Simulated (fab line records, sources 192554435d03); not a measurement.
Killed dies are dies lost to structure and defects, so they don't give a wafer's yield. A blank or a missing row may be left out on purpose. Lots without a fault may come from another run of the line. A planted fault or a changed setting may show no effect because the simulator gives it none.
fab line records | flow n5_finfet
record lots=10 wafers=28 last_day=15
route steps=1938 shown FIN_CUT@177 STI_FIN_REVEAL@187 BEOL_M4@1111 PASSIVATION@1936
lots that met no fault: from a run of the same line without faults
start_h: hours from the record's first day to the start of the lot's first wafer shown | wait_h: hours since the lot's step before | " the same as in the row above | L1.1+2: a row that stands for several wafers | - no value, or no start given | * or withheld: withheld | < > ~ a bound
route shown NAME@n: a module of which the file shows steps, and the number in the route of the first | usual: mean/standard deviation of fault-free wafers | same: alike in all rows | chamber/n: place in a boat | sites: the reading at each site | _std_site: their standard deviation | _edge_site: outer sites' mean less inner sites' | radius_mm: how far each site lies from the wafer's centre | mask NAME#n: copy n | behind: the tool/chamber that last shaped the wafer | hold: why the lot was held/for how many hours/how that ended | device: the transistor (n, p or np) that didn't switch | end of line: the same wafers' tests at the end of the route | a step without rows: its recipe alone | killed: dies lost to structure and defects at the first sort, not the wafer's yield | map: a wafer's dies, x killed, . not, _ none there
set.NAME: the setting as run; set.NAME@STEP: as run at that earlier step | model.NAME: the simulator's own value behind a step, which no gauge read
steps of the route over a sample of lots; a table a step, a row a wafer
services: from which hour (start_h, from the record's first day; less than 0 if before it) a tool's chamber was out of use, for how many hours, and why
## steps
# step N5_FIN_CUT_CUT_ETCH_28
# recipe chemistry=HBr/Cl2/O2 target=Si target_depth_a=60 mask_material=SOC time_s=2.4 ion_energy_ev=* bias_w=* pressure_mtorr=10 icp_w=800 HBr_flow_sccm=150 Cl2_flow_sccm=80 O2_flow_sccm=12
# usual drypump_motor_current_A=6.0/0.37 he_backside_leak_sccm=2.8/0.31 mfc_cl2_sccm=80.02/0.24 oes_product_au=0.992/0.016 rf_fwd_power_W=* throttle_valve_pct=37.13/0.29
# columns lot.wafer tool chamber start_h wait_h drypump_motor_current_A he_backside_leak_sccm mfc_cl2_sccm oes_product_au rf_fwd_power_W rf_hours_counter_h throttle_valve_pct
L805.1 rie_si-06 3 27.05 0.0 6.7 2.7 79.62 0.995 * 46 37.07
L805.5 " 0 " " 5.9 3.3 80.02 0.983 * - 36.87
L806.2 rie_si-02 2 34.15 0.0 6.0 3.0 79.39 0.981 * 190 36.85
L806.3 " 0 " " 6.3 2.6 80.19 0.965 * 198 37.25
L806.4 " 3 " " 5.6 2.6 80.35 1.013 * 3 36.95
L807.1 rie_si-04 1 39.64 0.0 5.6 2.5 80.02 1.000 * 52 36.79
L807.3 " 2 " " 6.0 2.7 80.27 1.006 * 68 37.16
L807.5 " 3 " " 6.0 2.7 79.97 0.994 * - 36.70
L813.2 rie_si-06 2 74.99 0.0 5.9 3.2 80.14 0.977 * 150 37.33
L813.4 " 1 " " 5.7 2.6 79.97 0.999 * 15 37.68
L814.1 rie_si-06 3 81.69 0.0 6.7 2.7 80.02 0.986 * 47 37.07
L814.2 " 2 " " 5.9 2.8 80.09 0.987 * 151 37.33
L814.6 " 1 " " 5.7 2.6 79.93 1.003 * - 37.69
L816.1 rie_si-02 3 96.15 0.0 5.5 2.7 79.73 1.013 * 5 36.94
L816.2 " 0 " " 6.3 2.9 80.28 0.964 * 199 37.25
L816.3 " 2 " " 6.0 2.8 79.77 0.982 * 191 36.85
L817.2 rie_si-02 0 101.18 0.0 6.4 2.7 80.31 0.972 * 199 37.27
L817.3 " 3 " " 5.6 2.6 80.00 1.020 * 5 36.94
L817.6 " 3 " " 5.6 2.5 79.72 1.011 * - 36.92
L818.1 rie_si-02 3 105.77 0.0 5.5 2.7 80.13 1.013 * 5 36.95
L818.3 " 0 " " 6.3 2.9 79.95 0.970 * 199 37.26
L818.5 " 1 " " 6.1 2.4 79.71 0.996 * - 37.18
L821.3 rie_si-02 1 123.71 0.0 6.1 2.4 80.04 0.986 * 1 37.18
L821.4 " 3 " " 5.5 2.7 79.57 1.014 * - 36.93
L821.5 " 1 " " 6.1 2.3 80.19 0.983 * - 37.18
L822.1 rie_si-06 2 130.38 0.0 5.9 2.9 79.83 0.974 * 151 37.35
L822.3 " 1 " " 5.7 2.7 80.48 0.999 * 16 37.67
L822.5 " 2 " " 5.9 2.9 80.17 0.984 * - 37.35
# step N5_STI_FIN_REVEAL_CMP_04
# recipe stop_on=Si3N4 t_overpolish_s=4 down_force_psi=2 platen_rpm=54.18 post_cmp_clean=alkaline_brush pad_velocity_m_s=1.078 target_thk_nm=131.83
# usual head_pressure_psi=1.999/0.0041 motor_current_A=8.0/0.85 overpolish_run_s=3.999/0.0093 slurry_filter_dp_kPa=13.49/0.12 time_to_endpoint_s=104/4.6
# same t_overpolish_s=4
# columns lot.wafer tool chamber start_h wait_h head_pressure_psi motor_current_A overpolish_run_s slurry_filter_dp_kPa time_to_endpoint_s
L805.1 cmp-03 2 32.66 0.1 1.997 7.8 3.991 13.43 106
L805.5 " 2 " " 2.000 7.7 3.985 13.43 109
L806.4 cmp-03 1 39.60 0.1 2.004 6.9 4.002 13.52 100
L806.2 " 2 " " 1.998 7.9 3.982 13.49 104
L806.3 " 3 " " 1.996 8.7 4.002 13.42 96
L807.3 cmp-02 2 45.04 0.1 1.995 9.2 3.995 13.61 97
L807.1 " 0 " " 1.995 8.4 4.016 13.43 107
L807.5 " 2 " " 2.001 9.3 3.998 13.43 99
L813.4 cmp-02 3 80.38 0.1 1.999 8.0 3.997 13.57 105
L813.2 " 0 " " 1.997 8.4 3.982 13.52 111
L814.2 cmp-01 2 87.07 0.0 2.001 6.0 3.995 13.25 103
L814.1 " 3 " " 2.006 8.1 3.997 13.42 108
L814.6 " 3 " " 2.002 8.2 3.997 13.31 106
L816.2 cmp-03 1 101.57 0.0 1.991 7.2 3.996 13.41 107
L816.3 " 3 " " 1.999 8.5 3.993 13.68 107
L816.1 " 0 " " 2.001 8.1 4.018 13.47 109
L817.2 cmp-02 1 106.61 0.1 2.001 8.8 3.988 13.43 102
L817.3 " 3 " " 1.998 8.8 4.008 13.57 103
L817.6 " 1 " " 2.003 8.8 3.990 13.44 103
L818.3 cmp-03 1 111.13 0.0 1.994 7.0 4.005 13.62 112
L818.1 " 3 " " 2.003 8.8 4.003 13.53 103
L818.5 " 2 " " 2.002 7.5 3.989 13.32 113
L821.3 cmp-01 3 129.14 0.0 1.999 8.1 4.000 13.52 104
L821.4 " 1 " " 2.006 8.2 4.000 13.43 102
L821.5 " 3 " " 2.003 8.0 4.005 13.53 106
L822.1 cmp-03 3 135.83 0.1 2.000 8.5 3.993 13.49 104
L822.3 " 1 " " 2.000 6.6 4.000 13.53 110
L822.5 " 2 " " 1.998 8.0 4.003 13.44 112
# step N5_STI_FIN_REVEAL_STRIP_16
# recipe chemistry=H3PO4 material=SiNx temp_c=165 target_depth_a=238 overetch_fraction=0.4964 dry=ipa_marangoni
# usual bath_guard_temp_C=164.9/0.44 bath_heat_duty_pct=27.7/2.5
# columns lot.wafer tool chamber start_h wait_h bath_guard_temp_C bath_heat_duty_pct
L805.1 wet_bench-02 1 35.28 1.1 165.3 29.8
L805.5 " 5 " " 165.0 27.9
L806.2 wet_bench-06 1 41.98 1.1 165.2 29.3
L806.3 " 6 " " 164.7 26.9
L806.4 " 5 " " 165.1 27.3
L807.1 wet_bench-06 5 47.50 1.1 165.3 25.6
L807.3 " 0 " " 165.5 24.5
L807.5 " 4 " " 165.0 28.6
L813.2 wet_bench-02 5 82.76 1.1 165.1 28.8
L813.4 " 0 " " 165.0 32.9
L814.1 wet_bench-01 1 89.47 1.1 165.6 25.8
L814.2 " 7 " " 165.2 30.0
L814.6 " 4 " " 164.5 23.6
L816.1 wet_bench-01 2 104.00 1.1 164.8 30.1
L816.2 " 7 " " 165.0 29.1
L816.3 " 4 " " 164.4 25.3
L817.2 wet_bench-01 1 109.13 1.1 165.2 23.9
L817.3 " 3 " " 164.3 30.1
L817.6 " 4 " " 164.5 23.1
L818.1 wet_bench-02 3 113.68 1.1 164.5 27.5
L818.3 " 7 " " 164.7 28.6
L818.5 " 0 " " 164.9 28.0
L821.3 wet_bench-06 6 131.85 0.6 - -
L821.4 " 0 " " - -
L821.5 " 1 " " - -
L822.1 wet_bench-02 2 138.21 1.1 - -
L822.3 " 0 " " - -
L822.5 " 5 " " - -
# step N5_STI_FIN_REVEAL_ETCH_34
# recipe chemistry=H2 mode=isotropic material=Si target=Si target_depth_a=9.7 temp_c=20 pressure_mtorr=4.5 icp_w=300 bias_w=0 h2_flow_sccm=7.5 he_flow_sccm=142.5
# usual drypump_motor_current_A=5.46/0.27 he_backside_leak_sccm=3.1/0.36 oes_product_au=1.000/0.017 rf_fwd_power_W=296.9/1.4 throttle_valve_pct=25.7/0.31
# columns lot.wafer tool chamber start_h wait_h drypump_motor_current_A he_backside_leak_sccm oes_product_au rf_fwd_power_W rf_hours_counter_h throttle_valve_pct
L805.1 rie_si-01 0 35.78 0.2 5.67 3.0 1.007 294.5 192 25.9
L805.5 " 3 " " 5.81 3.3 1.010 298.5 - 25.7
L806.2 rie_si-05 3 42.45 0.1 5.85 2.7 0.994 297.5 7 25.4
L806.3 " 0 " " 5.25 3.2 1.004 296.8 195 26.3
L806.4 " 2 " " 5.02 2.6 0.998 295.7 94 25.7
L807.1 rie_si-03 3 47.98 0.2 5.05 2.8 0.996 298.2 111 25.5
L807.3 " 1 " " 5.58 2.7 0.999 295.2 155 25.9
L807.5 " 2 " " 5.34 2.9 1.027 300.4 - 25.2
L813.2 rie_si-03 0 83.24 0.1 5.84 2.8 1.012 299.1 63 25.2
L813.4 " 3 " " 5.05 2.9 0.990 298.3 112 25.5
L814.1 rie_si-05 0 89.97 0.2 5.26 2.7 0.997 296.8 196 26.3
L814.2 " 2 " " 5.08 2.5 0.989 295.7 95 25.7
L814.6 " 0 " " 5.25 2.8 0.988 296.5 - 26.3
L816.1 rie_si-05 1 104.48 0.2 5.35 3.0 0.998 299.1 90 26.1
L816.2 " 2 " " 5.07 2.6 1.008 294.7 95 25.7
L816.3 " 0 " " 5.26 3.1 1.009 295.7 196 26.3
L817.2 rie_si-03 3 109.60 0.1 5.03 2.9 1.007 296.9 113 25.5
L817.3 " 1 " " 5.57 2.7 0.999 294.0 156 25.9
L817.6 " 0 " " 5.79 3.0 1.019 297.4 - 25.2
L818.1 rie_si-03 2 114.18 0.2 5.32 3.0 1.042 297.8 174 25.2
L818.3 " 0 " " 5.82 3.0 1.016 296.2 63 25.2
L818.5 " 2 " " 5.36 2.8 1.039 297.3 - 25.2
L821.3 rie_si-01 1 132.49 0.2 5.30 3.4 0.979 297.1 - 25.7
L821.4 " 0 " " 5.65 3.1 1.011 297.7 - 25.9
L821.5 " 1 " " 5.30 3.7 0.967 297.9 - 25.7
L822.1 rie_si-01 0 138.68 0.2 5.66 3.1 1.013 295.2 195 25.9
L822.3 " 2 " " 5.20 3.1 0.990 298.2 133 25.8
L822.5 " 1 " " 5.29 3.7 0.979 297.8 - 25.7
# step N5_BEOL_M4_RC_MEAS_101
# usual DIBL_N=35.8/1.7 DIBL_P=35.9/1.9 IOFF_N=0.151/0.028 IOFF_P=0.21/0.037 ION_N=673/12 ION_P=463/8.3 SS_N=71.4/0.59 SS_P=73.2/0.63 VT_N=250/3.2 VT_P=-250/3.7
# columns lot.wafer tool chamber start_h wait_h DIBL_N[mV/V] DIBL_P[mV/V] IOFF_N[nA/um] IOFF_P[nA/um] ION_N[uA/um] ION_P[uA/um] SS_N[mV/dec] SS_P[mV/dec] VT_N[mV] VT_P[mV]
L806.2 prober-01 0 160.68 0.2 38.0 37.1 0.171 0.26 676 470 71.5 73.0 247 -245
L806.3 " 0 " " 38.6 38.5 0.191 0.29 683 477 73.0 73.0 246 -242
L806.4 " 0 " " 36.2 35.5 0.151 0.23 686 481 71.4 72.8 250 -244
L805.1 prober-02 0 161.17 0.0 36.1 36.0 0.141 0.21 667 462 71.5 73.7 249 -247
L805.5 " 0 " " 35.2 35.2 0.130 0.21 660 457 71.2 73.0 254 -250
L807.1 prober-01 0 166.20 0.0 37.0 36.9 0.171 0.26 668 466 72.2 74.2 251 -245
L807.3 " 0 " " 37.4 37.2 0.197 0.28 688 476 71.6 74.1 245 -243
L807.5 " 0 " " 37.3 36.3 0.185 0.27 674 470 71.8 74.2 246 -243
L813.2 prober-01 0 216.22 0.2 34.6 37.0 0.134 0.20 662 461 70.8 73.4 250 -251
L813.4 " 0 " " 32.8 34.4 0.110 0.17 656 454 70.3 72.3 256 -253
L814.1 prober-02 0 216.35 0.0 39.0 39.7 0.211 0.26 675 462 72.1 73.9 245 -248
L814.2 " 0 " " 37.2 37.8 0.164 0.22 670 458 72.2 73.9 251 -248
L814.6 " 0 " " 37.3 37.9 0.174 0.23 668 459 71.3 73.2 247 -249
L816.1 prober-01 0 232.74 0.0 35.7 36.6 0.149 0.18 683 462 70.8 72.9 251 -254
L816.2 " 0 " " 33.5 33.9 0.116 0.15 666 460 71.0 72.7 252 -259
L816.3 " 0 " " 34.9 36.0 0.136 0.17 656 449 70.9 73.7 249 -254
L817.2 prober-02 0 238.30 0.2 35.5 36.2 0.139 0.19 662 454 71.3 72.9 251 -253
L817.3 " 0 " " 34.8 34.5 0.128 0.17 663 459 70.2 72.5 249 -256
L817.6 " 0 " " 34.6 34.2 0.128 0.16 664 457 71.2 72.4 252 -253
L818.1 prober-02 0 245.16 0.0 35.7 34.5 0.134 0.17 670 458 71.7 72.8 253 -254
L818.3 " 0 " " 38.3 37.7 0.176 0.21 673 455 71.8 73.4 247 -252
L818.5 " 0 " " 35.8 34.8 0.132 0.17 670 463 71.7 72.5 251 -255
# step N5_PASSIVATION_PROBE_49
# usual defect_limited_yield=91.4/1.5 killed_at_M0_to_M3=33/9.8 killed_at_M4_up=14/5.5 killed_at_contacts=12/6.5 killed_at_front_end=38/11 killed_at_other=3/3.1 killed_dies=101/17 killed_on_rim=14/4.4 killed_open=66/13 killed_short=32/7.5 sort_bin_5_function=5.0/1 sort_bin_6_memory=3.2/0.69 sort_bin_8_speed=0.00/0.0072 sort_n_pass=1079/17 sort_yield_pct=91.4/1.5
# same gross_dies=1180 killed_at_back_side=0 sort_bin_4_leakage[%]=0
# columns lot.wafer tool chamber start_h wait_h defect_limited_yield[%] killed_at_M0_to_M3 killed_at_M4_up killed_at_contacts killed_at_front_end killed_at_other killed_dies killed_on_rim killed_open killed_short sort_bin_5_function[%] sort_bin_6_memory[%] sort_bin_8_speed[%] sort_n_pass sort_yield_pct[%]
L807.1 prober-01 - 260.99 0.0 91.6 25 12 6 51 5 99 20 62 27 4.3 3.0 0 1081 91.6
L807.3 prober-01 - 261.09 0.1 90.9 22 21 8 48 8 107 6 64 43 5.1 3.7 0 1073 90.9
L807.5 prober-01 - 261.19 0.2 92.5 35 9 11 29 4 88 14 53 34 4.2 2.9 0 1092 92.5
L806.2 prober-01 - 263.35 0.1 90.3 36 24 16 38 0 114 16 81 33 6.0 3.6 0 1066 90.3
L806.3 prober-01 - 263.40 0.1 91.7 33 22 10 30 3 98 13 65 32 5.8 2.5 0 1082 91.7
L806.4 prober-01 - 263.45 0.2 91.5 31 19 10 39 1 100 12 72 28 4.9 3.4 0 1080 91.5
L805.1 prober-02 - 276.98 0.0 89.8 51 10 6 53 0 120 21 81 39 6.1 3.9 0 1060 89.8
L805.5 prober-02 - 277.18 0.2 90.3 45 11 8 50 0 114 17 58 48 4.7 3.7 0 1066 90.3
L814.1 prober-01 - 327.25 0.0 90.8 25 19 10 52 2 108 20 69 35 5.8 3.2 0 1072 90.8
L814.2 prober-01 - 327.30 0.1 91.8 35 13 11 30 8 97 8 60 30 5.3 2.2 0 1083 91.8
L814.6 prober-01 - 327.50 0.3 91.4 37 11 14 36 3 101 13 70 25 4.4 3.9 0 1079 91.4
L813.2 prober-02 - 334.03 0.1 92.1 22 21 29 18 3 93 10 68 21 4.3 3.4 0 1087 92.1
L813.4 prober-02 - 334.13 0.2 92.8 24 23 19 17 2 85 12 58 24 4.1 3.0 0 1095 92.8
L816.1 prober-01 - 338.82 0.0 92.1 21 16 5 50 1 93 14 63 28 5.3 2.5 0 1087 92.1
L816.2 prober-01 - 338.87 0.1 91.2 35 18 14 36 1 104 12 77 26 4.9 3.5 0 1076 91.2
L816.3 prober-01 - 338.92 0.1 90.8 31 18 19 39 1 108 18 72 34 5.1 3.8 0 1072 90.8
L817.2 prober-01 - 347.49 0.1 89.9 44 15 28 32 0 119 18 80 39 6.0 3.6 0 1061 89.9
L817.3 prober-01 - 347.54 0.1 91.7 32 15 9 40 2 98 6 60 37 4.2 3.8 0.08 1082 91.7
L817.6 prober-01 - 347.69 0.3 92.5 26 11 20 29 2 88 15 55 30 4.9 2.2 0 1092 92.5
L818.1 prober-01 - 355.25 0.0 93.6 24 16 13 22 1 76 6 55 19 4.1 2.2 0 1104 93.6
L818.3 prober-01 - 355.35 0.1 93.7 34 6 5 27 2 74 11 44 28 3.6 2.5 0 1106 93.7
L818.5 prober-01 - 355.45 0.2 93.9 16 21 7 28 0 72 8 52 19 3.3 2.6 0 1108 93.9
L821.3 prober-01 - 365.43 0.1 0 40 12 6 1119 3 1180 152 68 31 97.2 2.6 0 0 0
L821.4 prober-01 - 365.48 0.2 0 38 19 7 1109 7 1180 152 98 37 94.7 4.9 0 0 0
L821.5 prober-01 - 365.53 0.2 0 51 14 16 1096 3 1180 152 71 43 96.2 3.6 0 0 0
L822.1 prober-01 - 367.30 0.0 0 42 21 6 1106 5 1180 152 69 31 96.9 2.9 0 0 0
L822.3 prober-01 - 367.40 0.1 0 53 12 4 1108 3 1180 152 85 36 95.3 4.4 0 0 0
L822.5 prober-01 - 367.50 0.2 0 37 8 6 1127 2 1180 152 71 39 96.0 3.6 0 0 0
# killed by level:class
L807.1 FIN_SAQP:geometric_particle:open=10 STI_FIN_REVEAL:geometric_particle:open=10 HKMG_FIN:area_etch=9 MOL_CONTACT_COAG:geometric_particle:open=6 BEOL_M3:geometric_particle:open=6 BEOL_M4:geometric_particle:open=6 FIN_SAQP:geometric_particle:short=5 BEOL_M0_SAQP:geometric_particle:open=5
L807.3 FIN_SAQP:geometric_particle:open=12 FIN_SAQP:geometric_particle:short=12 MOL_CONTACT_COAG:geometric_particle:open=7 BEOL_M5:geometric_particle:open=7 STI_FIN_REVEAL:geometric_particle:open=6 GATE_CUT:geometric_particle:short=6 BEOL_M4:geometric_particle:open=6 BEOL_M0_SAQP:geometric_particle:short=5
L807.5 BEOL_M0_SAQP:geometric_particle:open=10 MOL_CONTACT_COAG:geometric_particle:open=8 GATE_CUT:geometric_particle:short=6 GATE_CUT:geometric_particle:open=5 BEOL_M0_SAQP:geometric_particle:short=5 BEOL_M0:geometric_particle:open=5 BEOL_M2:geometric_particle:open=5 BEOL_M3:geometric_particle:open=5
L806.2 BEOL_M3:geometric_particle:open=17 MOL_CONTACT_COAG:geometric_particle:open=13 DUMMY_GATE:geometric_particle:open=10 BEOL_M5:geometric_particle:open=8 GATE_CUT:geometric_particle:short=5 BEOL_M2:geometric_particle:open=5 BEOL_M4:geometric_particle:open=5 STARTING-WAFER:geometric_particle:short=5
L806.3 BEOL_M3:geometric_particle:open=12 BEOL_M4:geometric_particle:open=11 FIN_SAQP:geometric_particle:short=9 MOL_CONTACT_COAG:geometric_particle:open=7 BEOL_M2:geometric_particle:open=5 STARTING-WAFER:geometric_particle:open=5 STI_FIN_REVEAL:geometric_particle:open=4 BEOL_M0_SAQP:geometric_particle:short=4
L806.4 BEOL_M3:geometric_particle:open=11 DUMMY_GATE:geometric_particle:open=8 MOL_CONTACT_COAG:geometric_particle:open=8 FIN_SAQP:geometric_particle:short=7 BEOL_M2:geometric_particle:open=6 STI_FIN_REVEAL:geometric_particle:open=5 BEOL_M0_SAQP:geometric_particle:open=5 BEOL_M4:geometric_particle:open=5
L805.1 STI_FIN_REVEAL:geometric_particle:open=13 BEOL_M0_SAQP:geometric_particle:short=13 BEOL_M3:geometric_particle:open=12 BEOL_M0_SAQP:geometric_particle:open=11 FIN_SAQP:geometric_particle:open=10 BEOL_M1:geometric_particle:open=7 FIN_SAQP:geometric_particle:short=6 ILD0:geometric_particle:short=4
L805.5 FIN_SAQP:geometric_particle:open=13 BEOL_M1:geometric_particle:open=8 BEOL_M3:geometric_particle:short=8 BEOL_M0_SAQP:geometric_particle:short=7 BEOL_M0_SAQP:geometric_particle:open=7 HKMG_FIN:area_etch=7 ILD0:geometric_particle:short=5 MOL_CONTACT_COAG:geometric_particle:open=5
L814.1 STI_FIN_REVEAL:geometric_particle:open=13 FIN_SAQP:geometric_particle:open=11 MOL_CONTACT_COAG:geometric_particle:open=7 BEOL_M1:geometric_particle:open=7 FIN_SAQP:geometric_particle:short=5 BEOL_M0_SAQP:geometric_particle:short=5 BEOL_M4:geometric_particle:open=5 STI_FIN_REVEAL:geometric_particle:short=4
L814.2 BEOL_M1:geometric_particle:open=9 MOL_CONTACT_COAG:geometric_particle:open=8 BEOL_M2:geometric_particle:open=7 FIN_SAQP:geometric_particle:open=6 BEOL_M3:geometric_particle:open=6 STI_FIN_REVEAL:geometric_particle:open=5 BEOL_M2:geometric_particle:short=5 BEOL_M0_SAQP:geometric_particle:short=4
L814.6 MOL_CONTACT_COAG:geometric_particle:open=11 STI_FIN_REVEAL:geometric_particle:open=10 FIN_SAQP:geometric_particle:open=8 BEOL_M0_SAQP:geometric_particle:short=8 BEOL_M2:geometric_particle:open=8 BEOL_M1:geometric_particle:open=6 BEOL_M3:geometric_particle:open=6 DUMMY_GATE:geometric_particle:open=5
L813.2 MOL_CONTACT_COAG:geometric_particle:open=27 BEOL_M4:geometric_particle:open=12 BEOL_M2:geometric_particle:open=6 STI_FIN_REVEAL:geometric_particle:open=5 BEOL_M0_SAQP:geometric_particle:open=5 FIN_SAQP:geometric_particle:short=3 BEOL_M0_SAQP:geometric_particle:short=3 BEOL_M1:geometric_particle:open=3
L813.4 BEOL_M4:geometric_particle:open=16 MOL_CONTACT_COAG:geometric_particle:open=12 MOL_CONTACT_COAG:geometric_particle:short=6 BEOL_M1:geometric_particle:open=6 BEOL_M2:geometric_particle:open=6 FIN_SAQP:geometric_particle:short=4 FIN_SAQP:geometric_particle:open=4 STI_FIN_REVEAL:geometric_particle:open=4
L816.1 STI_FIN_REVEAL:geometric_particle:open=14 FIN_SAQP:geometric_particle:short=10 BEOL_M4:geometric_particle:open=9 FIN_SAQP:geometric_particle:open=8 BEOL_M1:geometric_particle:open=7 BEOL_M1:geometric_particle:short=6 ILD0:geometric_particle:short=5 MOL_CONTACT_COAG:geometric_particle:open=5
L816.2 BEOL_M3:geometric_particle:open=12 BEOL_M2:geometric_particle:open=11 FIN_SAQP:geometric_particle:open=10 MOL_CONTACT_COAG:geometric_particle:open=9 BEOL_M4:geometric_particle:open=9 FIN_SAQP:geometric_particle:short=5 STI_FIN_REVEAL:geometric_particle:open=5 MOL_CONTACT_COAG:geometric_particle:short=5
L816.3 MOL_CONTACT_COAG:geometric_particle:open=17 STI_FIN_REVEAL:geometric_particle:open=12 BEOL_M4:geometric_particle:open=10 BEOL_M0_SAQP:geometric_particle:short=7 BEOL_M1:geometric_particle:open=7 ILD0:geometric_particle:short=6 BEOL_M2:geometric_particle:open=6 BEOL_M0_SAQP:geometric_particle:open=5
L817.2 MOL_CONTACT_COAG:geometric_particle:open=19 BEOL_M0_SAQP:geometric_particle:short=15 STI_FIN_REVEAL:geometric_particle:open=10 BEOL_M0_SAQP:geometric_particle:open=10 MOL_CONTACT_COAG:geometric_particle:short=9 FIN_SAQP:geometric_particle:short=6 BEOL_M4:geometric_particle:open=6 BEOL_M1:geometric_particle:open=6
L817.3 STI_FIN_REVEAL:geometric_particle:open=16 BEOL_M0_SAQP:geometric_particle:short=9 BEOL_M4:geometric_particle:open=8 BEOL_M2:geometric_particle:open=8 FIN_SAQP:geometric_particle:open=6 MOL_CONTACT_COAG:geometric_particle:open=5 STI_FIN_REVEAL:geometric_particle:short=4 GATE_CUT:geometric_particle:short=4
L817.6 MOL_CONTACT_COAG:geometric_particle:open=14 GATE_CUT:geometric_particle:short=9 STI_FIN_REVEAL:geometric_particle:open=8 BEOL_M8:geometric_particle:open=7 MOL_CONTACT_COAG:geometric_particle:short=6 BEOL_M0_SAQP:geometric_particle:short=6 BEOL_M0_SAQP:geometric_particle:open=6 BEOL_M0:geometric_particle:open=4
L818.1 MOL_CONTACT_COAG:geometric_particle:open=10 BEOL_M4:geometric_particle:open=10 BEOL_M0_SAQP:geometric_particle:open=8 DUMMY_GATE:geometric_particle:open=5 STI_FIN_REVEAL:geometric_particle:open=4 BEOL_M0_SAQP:geometric_particle:short=4 BEOL_M1:geometric_particle:open=4 FIN_SAQP:geometric_particle:open=3
L818.3 BEOL_M0_SAQP:geometric_particle:short=13 BEOL_M0_SAQP:geometric_particle:open=8 FIN_SAQP:geometric_particle:open=6 FIN_SAQP:geometric_particle:short=5 STI_FIN_REVEAL:geometric_particle:open=5 MOL_CONTACT_COAG:geometric_particle:open=5 BEOL_M0:geometric_particle:open=4 ILD0:geometric_particle:open=3
L818.5 BEOL_M4:geometric_particle:open=9 FIN_SAQP:geometric_particle:short=6 STI_FIN_REVEAL:geometric_particle:open=6 MOL_CONTACT_COAG:geometric_particle:open=5 DUMMY_GATE:geometric_particle:open=4 BEOL_M1:geometric_particle:open=4 BEOL_M3:geometric_particle:open=4 BEOL_M5:geometric_particle:open=3
L821.3 STI_FIN_REVEAL:area_strip=1081 BEOL_M2:geometric_particle:open=14 STI_FIN_REVEAL:geometric_particle:open=12 BEOL_M0_SAQP:geometric_particle:open=11 BEOL_M0_SAQP:geometric_particle:short=10 FIN_SAQP:geometric_particle:short=7 DUMMY_GATE:geometric_particle:open=6 MOL_CONTACT_COAG:geometric_particle:open=5
L821.4 STI_FIN_REVEAL:area_strip=1043 STI_FIN_REVEAL:geometric_particle:open=29 FIN_SAQP:geometric_particle:open=10 BEOL_M3:geometric_particle:open=9 DUMMY_GATE:geometric_particle:open=8 BEOL_M0_SAQP:geometric_particle:open=8 GATE_CUT:geometric_particle:short=7 MOL_CONTACT_COAG:geometric_particle:open=6
L821.5 STI_FIN_REVEAL:area_strip=1064 BEOL_M0_SAQP:geometric_particle:open=12 BEOL_M0_SAQP:geometric_particle:short=12 MOL_CONTACT_COAG:geometric_particle:open=11 STI_FIN_REVEAL:geometric_particle:open=8 BEOL_M3:geometric_particle:open=8 DUMMY_GATE:geometric_particle:open=6 BEOL_M1:geometric_particle:open=6
L822.1 STI_FIN_REVEAL:area_strip=1080 BEOL_M3:geometric_particle:open=20 BEOL_M5:geometric_particle:open=7 STI_FIN_REVEAL:geometric_particle:open=6 BEOL_M1:geometric_particle:open=6 MOL_CONTACT_COAG:geometric_particle:open=5 BEOL_M7:geometric_particle:open=4 BEOL_M3:geometric_particle:short=4
L822.3 STI_FIN_REVEAL:area_strip=1059 STI_FIN_REVEAL:geometric_particle:open=21 BEOL_M2:geometric_particle:open=15 BEOL_M3:geometric_particle:open=15 STARTING-WAFER:geometric_particle:short=7 BEOL_M0_SAQP:geometric_particle:open=7 BEOL_M5:geometric_particle:open=7 DUMMY_GATE:geometric_particle:open=5
L822.5 STI_FIN_REVEAL:area_strip=1070 STI_FIN_REVEAL:geometric_particle:open=18 BEOL_M3:geometric_particle:open=12 BEOL_M0_SAQP:geometric_particle:short=8 FIN_SAQP:geometric_particle:open=7 FIN_SAQP:geometric_particle:short=6 BEOL_M0_SAQP:geometric_particle:open=6 STARTING-WAFER:geometric_particle:open=6
## services
# columns tool chamber start_h hours kind
cmp-03 - 5.89 11.0 pm
rie_si-05 3 8.72 4.0 repair
rie_si-01 2 21.23 8.5 repair
rie_si-04 0 37.03 4.2 repair
cmp-02 - 37.85 4.0 pm
rie_si-04 0 68.83 2.1 repair
rie_si-01 - 71.69 0.3 repair
rie_si-02 1 74.83 - clean
rie_si-02 1 74.83 28.0 scheduled_down
rie_si-02 1 74.83 28.0 vent_cycle
rie_si-05 - 78.81 0.6 repair
rie_si-01 - 85.38 0.3 repair
cmp-01 - 92.75 0.5 repair
rie_si-05 1 97.70 1.4 repair
cmp-01 - 99.49 18.1 pm
rie_si-06 - 100.29 14.6 pm
rie_si-02 - 101.26 2.8 pm
rie_si-04 1 107.51 2.9 repair
cmp-03 - 111.77 2.7 repair
rie_si-02 0 115.86 7.2 repair
rie_si-05 - 125.17 14.6 pm
rie_si-03 - 125.61 14.6 pm
rie_si-01 2 130.59 6.1 repair
rie_si-01 - 137.86 0.6 repair
## key
first_sign step=N5_STI_FIN_REVEAL_STRIP_16 reading=tool_record direction=missing
effect step=N5_PASSIVATION_PROBE_49 reading=killed_at_front_end direction=up sigmas=94 usual=38 struck=1111
more_kills_born_at N5_STI_FIN_REVEAL_STRIP_16@wet_bench-02=3209 N5_STI_FIN_REVEAL_STRIP_16@wet_bench-06=3188
met_at N5_STI_FIN_REVEAL_STRIP_16
struck_lots L821,L822
later_rows_left_out L821.3,L821.4,L821.5,L822.1,L822.3,L822.5
not_acting_at N5_FIN_CUT_CUT_ETCH_28,N5_STI_FIN_REVEAL_CMP_04,N5_STI_FIN_REVEAL_ETCH_34
onset_between 113.68 131.85
fault kind=skipped_step_whole tool=wet_bench-02,wet_bench-06 chamber=- onset_h=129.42 steps=N5_STI_FIN_REVEAL_STRIP_16 scope=struck_lots_only
# later_rows_left_out: the simulator's readings of these wafers behind a module that went badly wrong aren't trusted and aren't shown, but for the sort
